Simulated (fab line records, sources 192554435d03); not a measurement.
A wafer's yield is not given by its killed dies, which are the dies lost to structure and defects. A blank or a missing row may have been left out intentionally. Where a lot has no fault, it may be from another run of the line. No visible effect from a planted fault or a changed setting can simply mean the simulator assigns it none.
Matching of chambers ; flow n5 finfet ; N5_BEOL_M9_ETCH_61 on rie diel-03: 4 sister chambers
The step etches SiARC in CF4, target depth 39 nm, time 65 s. 4 wafers are shown with their chamber, then 8 later ones without.

## WAFERS, EACH WITH ITS CHAMBER
wafer;chamber;showerhead plenum p Torr (Torr)
L077.4;1;2.13
L085.6;0;2.16
L087.5;2;2.29
L088.1;3;2.21

## WAFERS WITH NO CHAMBER GIVEN
wafer;showerhead plenum p Torr (Torr)
L088.3;2.15
L088.4;2.28
L091.2;2.28
L091.3;2.21
L091.6;2.21
L094.1;2.13
L094.5;2.13
L094.6;2.28

## THE CHAMBER EACH PASSED THROUGH
wafer;from the rows above;in truth
L088.3;can't be placed: 0 or 1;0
L088.4;2;2
L091.2;2;2
L091.3;3;3
L091.6;3;3
L094.1;1;1
L094.5;1;1
L094.6;2;2
7 of 8 placed correctly. These rows do not allow placing 1 (true chamber among the candidates in 1). Placed wrongly: 0.
How it was worked out, from the rows above alone: a wafer's distance from a chamber is the root of the sum, over the readings, of the square of ((its reading less the chamber's mean) divided by the reading's scatter). If the next closest chamber is less than 2 further off than the closest, the wafer can't be placed; otherwise it belongs to the closest. A chamber's mean is the mean of its shown wafers. The scatter: with one shown wafer a chamber, the root of the mean of the squares of how far each hidden wafer lies from its nearest shown one.
